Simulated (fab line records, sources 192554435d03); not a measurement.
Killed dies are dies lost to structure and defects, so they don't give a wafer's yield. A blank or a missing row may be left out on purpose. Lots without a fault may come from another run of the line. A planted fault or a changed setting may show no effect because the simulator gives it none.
Chamber matching | flow n5_finfet | N5_BEOL_M5_CO_CAP_78 on cvd_co-01: 3 sister chambers
The step material Co, precursor CCTBA/H2, target thk 2 nm, time 102.1 s. 6 wafers are shown with their chamber, then 7 later ones without.

WAFERS WITH THEIR CHAMBER
wafer  | chamber | heater_power_w (W)
L515.1 | 2       | 230
L515.5 | 2       | 235
L519.3 | 0       | 252
L519.6 | 0       | 250
L520.2 | 1       | 242
L520.5 | 1       | 245

WAFERS WITHOUT THEIR CHAMBER
wafer  | heater_power_w (W)
L520.6 | 250
L518.1 | 248
L518.5 | 234
L518.6 | 236
L527.1 | 227
L527.2 | 248
L527.5 | 243

WHICH CHAMBER EACH WENT THROUGH
wafer  | from the rows above     | in truth
L520.6 | 0                       | 0
L518.1 | can't be placed: 0 or 1 | 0
L518.5 | 2                       | 2
L518.6 | can't be placed: 2 or 1 | 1
L527.1 | 2                       | 2
L527.2 | can't be placed: 0 or 1 | 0
L527.5 | 1                       | 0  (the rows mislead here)
Placed correctly: 3 of 7. Can't be placed from these rows: 3 (the true chamber is among the candidates in 3). Placed wrongly: 1.
How it was worked out, from the rows above alone: a wafer's distance from a chamber is the root of the sum, over the readings, of the square of ((its reading less the chamber's mean) divided by the reading's scatter). The wafer belongs to the nearest chamber; if the next one is less than 2 further off, it can't be placed. A chamber's mean is the mean of its shown wafers. The scatter: the root of (the sum of the squares of (reading less its chamber's mean) over the shown wafers, divided by (wafers less chambers)).
